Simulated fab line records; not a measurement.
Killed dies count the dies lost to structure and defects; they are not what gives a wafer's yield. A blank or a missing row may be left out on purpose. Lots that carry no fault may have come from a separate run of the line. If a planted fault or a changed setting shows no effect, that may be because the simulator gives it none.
Chamber matching	flow nandHarc	4 sister chambers for NHARC_P_M2_CMP_23 on cmp-03
The step polishes, t overpolish 20 s, target thk 144.3 nm. 16 wafers are shown with their chamber, then 8 later ones without.

WAFERS WITH THEIR CHAMBER
wafer	chamber	motorCurrentA (A)	timeToEndpointS (s)	retainingRingPressureFrac
L074.2	0	12.0	29	1.001
L074.3	2	10.0	26	0.999
L074.6	2	10.6	25	1.006
L077.1	0	11.8	31	0.994
L077.3	2	10.3	28	1.002
L077.5	0	12.0	30	0.997
L084.2	1	14.5	31	1.004
L084.4	0	11.6	33	1.003
L084.5	1	14.1	29	1.002
L086.2	3	11.9	28	1.007
L086.3	0	11.9	32	0.996
L086.4	2	10.2	27	0.995
L087.1	3	12.3	31	0.996
L087.5	1	14.4	31	0.998
L087.6	2	10.6	29	0.989
L088.1	1	14.9	32	0.998

SIGNATURES, as means of the wafers listed above
reading	chamber 0	chamber 1	chamber 2	chamber 3	scatter within a chamber
motorCurrentA	11.860	14.475	10.340	12.100	0.257
timeToEndpointS	31.00	30.75	27.00	29.50	1.56
retainingRingPressureFrac	0.99820	1.00050	0.99820	1.00150	0.00511
Rule: distance of a wafer from a chamber = root of the sum over the readings of ((wafer's reading minus chamber's mean) / reading's scatter) squared. The wafer belongs to the nearest chamber; if the next one is less than 2 further off, it can't be placed. How the scatter is found: for the shown wafers, subtract from each reading the mean of its chamber, square and add these, divide the total by (wafers less chambers), then take the root.

WAFERS WITH NO CHAMBER GIVEN
wafer	motorCurrentA (A)	timeToEndpointS (s)	retainingRingPressureFrac
L088.3	10.6	30	1.002
L088.5	11.9	30	1.004
L090.1	10.3	27	0.999
L090.2	11.9	33	0.991
L090.6	13.5	28	0.992
L093.1	14.7	34	1.002
L093.5	12.9	34	1.002
L093.6	10.5	31	1.004

THE CHAMBER EACH PASSED THROUGH
wafer	from the rows above	in truth
L088.3	2	2
L088.5	can't be placed: 3 or 0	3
L090.1	2	2
L090.2	can't be placed: 0 or 3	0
L090.6	can't be placed: 1 or 3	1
L093.1	1	1
L093.5	can't be placed: 3 or 0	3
L093.6	2	2
Correctly placed: 4 of 8. Not placeable from these rows: 4 (in 4, the candidates include the true chamber). Number placed wrongly: 0.
